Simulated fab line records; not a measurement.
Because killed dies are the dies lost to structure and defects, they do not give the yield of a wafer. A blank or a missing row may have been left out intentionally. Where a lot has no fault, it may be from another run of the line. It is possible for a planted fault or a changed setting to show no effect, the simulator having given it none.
Chamber matching / flow n5 finfet / 4 sister chambers for N5_SPACER0_ALD_07 on ald sin-02
The step deposits SiNx, target thk 2 nm. 4 wafers are shown with their chamber, then 10 later ones without.

== WAFERS PAIRED WITH THEIR CHAMBERS ==
wafer=L086.6; chamber=1; heater power w (W)=809
wafer=L089.5; chamber=3; heater power w (W)=838
wafer=L090.1; chamber=2; heater power w (W)=757
wafer=L090.4; chamber=0; heater power w (W)=783

== WAFERS WITH NO CHAMBER GIVEN ==
wafer=L090.5; heater power w (W)=788
wafer=L091.1; heater power w (W)=832
wafer=L091.4; heater power w (W)=840
wafer=L091.6; heater power w (W)=842
wafer=L093.1; heater power w (W)=848
wafer=L093.3; heater power w (W)=838
wafer=L093.5; heater power w (W)=750
wafer=L095.1; heater power w (W)=710
wafer=L095.2; heater power w (W)=838
wafer=L095.4; heater power w (W)=781

== THE CHAMBER EACH PASSED THROUGH ==
wafer=L090.5; from the rows above=can't be placed: 0 or 1 or 2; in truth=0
wafer=L091.1; from the rows above=can't be placed: 3 or 1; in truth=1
wafer=L091.4; from the rows above=can't be placed: 3 or 1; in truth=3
wafer=L091.6; from the rows above=can't be placed: 3 or 1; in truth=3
wafer=L093.1; from the rows above=can't be placed: 3 or 1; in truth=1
wafer=L093.3; from the rows above=can't be placed: 3 or 1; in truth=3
wafer=L093.5; from the rows above=can't be placed: 2 or 0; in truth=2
wafer=L095.1; from the rows above=can't be placed: 2 or 0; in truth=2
wafer=L095.2; from the rows above=can't be placed: 3 or 1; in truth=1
wafer=L095.4; from the rows above=can't be placed: 0 or 2 or 1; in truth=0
Correctly placed: 0 of 10. Unplaceable from these rows: 10, with the true chamber sitting among the candidates in 10. Wrongly placed: 0.
How it was worked out, from the rows above alone: a wafer's distance from a chamber is the root of the sum, over the readings, of the square of ((its reading less the chamber's mean) divided by the reading's scatter). If the next closest chamber is less than 2 further off than the closest, the wafer can't be placed; otherwise it belongs to the closest. The mean given for a chamber averages the wafers shown for that chamber. The scatter: with one shown wafer a chamber, the root of the mean of the squares of how far each hidden wafer lies from its nearest shown one.
